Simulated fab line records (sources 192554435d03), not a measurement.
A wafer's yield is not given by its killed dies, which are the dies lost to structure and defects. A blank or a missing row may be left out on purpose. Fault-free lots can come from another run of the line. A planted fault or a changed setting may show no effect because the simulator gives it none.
Code-filled problem report in 8D (eight disciplines) form -- flow n5 finfet -- the parts of the form that need people (team, actions taken, sign-off) are left out

== 1. PROBLEM STATEMENT ==
exposure dose mJ cm2 at N5_SD_EPI_N_EXPOSE_06 reads a mean of 38.74 on 6 wafers of 2 lots; wafers without a fault read 39.81 with a standard deviation of 0.2. That puts it -5.3 standard deviations away from the usual mean.
The step: exposes mask SD N BLK, target cd 120 nm.
First observed at day 6 17:18: wafer L609.1, on arfi scanner-02. The record has a number at this step for 27 wafers belonging to 9 lots. By rule, "out" or "out of limits" means more than 4 standard deviations away from the usual mean. All remaining wafers that have a number are taken as sound.

== 2. WHAT IT IS, AND WHAT IT ISN'T ==
question,is,is not
which readings at this step,exposure dose mJ cm2,"focus offset nm, reticle temp C, stage vel mm s"
which lots,"L609, L613","L597, L602, L603, L604, L607, L615, L617"
which wafers of those lots,all that have a number,-
read on which tools,arfi scanner-02,"arfi scanner-01, arfi scanner-03"
when,from day 6 17:18,"up to then (15 sound wafers); but 6 sound wafers of L615, L617 came after"

== 3. SUSPECTS, AND WHAT RULES EACH OUT ==
Counting: a tool at any process step up to the reading remains a suspect when it ran all the lots that are out and ran no sound lot after the first of those.
- ald sin-03 at N5_SPACER0_ALD_00 (deposits SiOCN, target thk 3.5 nm, pulse time 3 s, purge time 2 s): kept. It ran every lot that is out, first L609 (day 6 16:37), and no sound lot after that; its last sound lot up to then is L607 (day 6 08:49).
- arfi scanner-02 at N5_SD_EPI_N_EXPOSE_06 (exposes mask SD N BLK, target cd 120 nm): kept. It ran every lot that is out, first L609 (day 6 17:18), and no sound lot after that; its last sound lot up to then is L604 (day 5 14:20). Its own exposure dose mJ cm2 readings are out on those wafers.
What counting leaves: ald sin-03 at N5_SPACER0_ALD_00 and arfi scanner-02 at N5_SD_EPI_N_EXPOSE_06.

== 4. THE CAUSE (what the simulator had put in) ==
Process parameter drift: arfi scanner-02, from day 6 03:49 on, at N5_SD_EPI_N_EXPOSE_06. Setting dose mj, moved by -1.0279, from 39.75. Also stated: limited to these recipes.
After counting, 2 suspects remain, this tool included.

== 5. THE CHAIN OF EFFECTS, in route order ==
Rows list readings where the struck wafers' mean (over those with a number) sits beyond 3 standard deviations from the usual. Only readings for which the record gives a usual standard deviation are gone through. hours: the time from each lot's start at the first step in this table that gives one to its start at this step, as a median over the lots. sigmas: the change in usual standard deviations.
hours,step,reading,usual,on struck wafers,change,sigmas
0,N5_SD_EPI_N_EXPOSE_06,exposure dose mJ cm2,39.81,38.74,-1.07,-5.3
It contains these process steps:
- N5_SD_EPI_N_EXPOSE_06: exposes mask SD N BLK, target cd 120 nm.
Later steps that measure or inspect, where all struck wafers having a row at the step show a number for every such reading and not one has moved that far: N5_SD_EPI_N_INSPECT_11, N5_BEOL_M4_RC_MEAS_101.

== 6. WHAT WOULD HAVE CAUGHT IT SOONER ==
In this record no reading fell out of limits until day 6 17:18, 13 hours after the fault had begun at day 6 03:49.
